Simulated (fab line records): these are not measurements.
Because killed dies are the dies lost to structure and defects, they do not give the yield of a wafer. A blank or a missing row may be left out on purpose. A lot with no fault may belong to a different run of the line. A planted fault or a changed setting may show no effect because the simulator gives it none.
Chamber matching    flow n5_finfet    N5_BEOL_M8_VIA_ETCH_34 on rie_diel-06: 4 sister chambers
The step etches SiCOH lowk in C4F6/O2, target depth 125.5 nm, time 50.5 s. 7 wafers are shown with their chamber, then 7 later ones without.

== WAFERS WITH THEIR CHAMBER ==
wafer   chamber  drypump_motor_current_A (A)  showerhead_plenum_p_Torr (Torr)
L078.6  2        6.2                          2.79
L081.5  3        6.5                          2.94
L084.2  3        6.4                          2.93
L084.3  0        4.9                          2.69
L084.6  0        4.9                          2.69
L087.1  1        5.9                          3.02
L087.5  1        5.9                          3.02

== WAFERS WITHOUT THEIR CHAMBER ==
wafer   drypump_motor_current_A (A)  showerhead_plenum_p_Torr (Torr)
L087.6  6.2                          2.78
L089.1  5.9                          3.01
L089.4  6.5                          2.93
L089.5  5.9                          3.01
L097.3  4.9                          3.02
L097.5  6.5                          2.92
L097.6  6.2                          2.77

== WHICH CHAMBER EACH ONE RAN IN ==
wafer    from the rows above   in truth
L087.6   2                     2
L089.1   1                     1
L089.4   3                     3
L089.5   1                     1
L097.3   1                     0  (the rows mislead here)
L097.5   3                     3
L097.6   2                     2
Correct placement for 6 of the 7. Number that these rows cannot place: 0. 1 placed wrongly.
How it was worked out, from the rows above alone: a wafer's distance from a chamber is the root of the sum, over the readings, of the square of ((its reading less the chamber's mean) divided by the reading's scatter). The wafer belongs to the nearest chamber; if the next one is less than 2 further off, it can't be placed. A chamber's mean is the mean of its shown wafers. The scatter is the square root of a quotient: the sum, over the shown wafers, of each reading's squared deviation from its chamber's mean, divided by wafers minus chambers.
